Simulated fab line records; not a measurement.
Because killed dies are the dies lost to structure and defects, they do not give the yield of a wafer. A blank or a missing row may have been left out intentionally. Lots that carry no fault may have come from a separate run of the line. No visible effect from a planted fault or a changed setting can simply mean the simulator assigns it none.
Chamber matching    flow n5_finfet    N5_DUMMY_GATE_DESCUM_20 on rie_diel-05: 4 sister chambers
The step chemistry O2, time 6.2 s. 4 wafers are shown with their chamber, then 7 later ones without.

EACH WAFER AND ITS CHAMBER
wafer   chamber  oes_product_au (a.u.)
L355.3  1        0.85
L360.6  2        0.95
L362.1  0        0.71
L362.2  3        0.76

WAFERS WITH NO CHAMBER GIVEN
wafer   oes_product_au (a.u.)
L362.4  0.92
L374.1  0.90
L374.2  0.74
L374.4  0.70
L375.2  0.69
L375.4  0.75
L375.5  0.90

WHICH CHAMBER EACH WENT THROUGH
wafer   from the rows above      in truth
L362.4  can't be placed: 2 or 1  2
L374.1  can't be placed: 2 or 1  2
L374.2  can't be placed: 3 or 0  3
L374.4  can't be placed: 0 or 3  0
L375.2  can't be placed: 0 or 3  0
L375.4  can't be placed: 3 or 0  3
L375.5  can't be placed: 2 or 1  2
Correctly placed: 0 of 7. Cannot be placed on the basis of these rows: 7; the candidates contain the true chamber in 7. Wrongly placed: 0.
How it was worked out, from the rows above alone: a wafer's distance from a chamber is the root of the sum, over the readings, of the square of ((its reading less the chamber's mean) divided by the reading's scatter). If the next closest chamber is less than 2 further off than the closest, the wafer can't be placed; otherwise it belongs to the closest. The mean given for a chamber averages the wafers shown for that chamber. The scatter (one wafer shown for each chamber): square how far every hidden wafer sits from the nearest shown wafer, average those squares and take the square root.
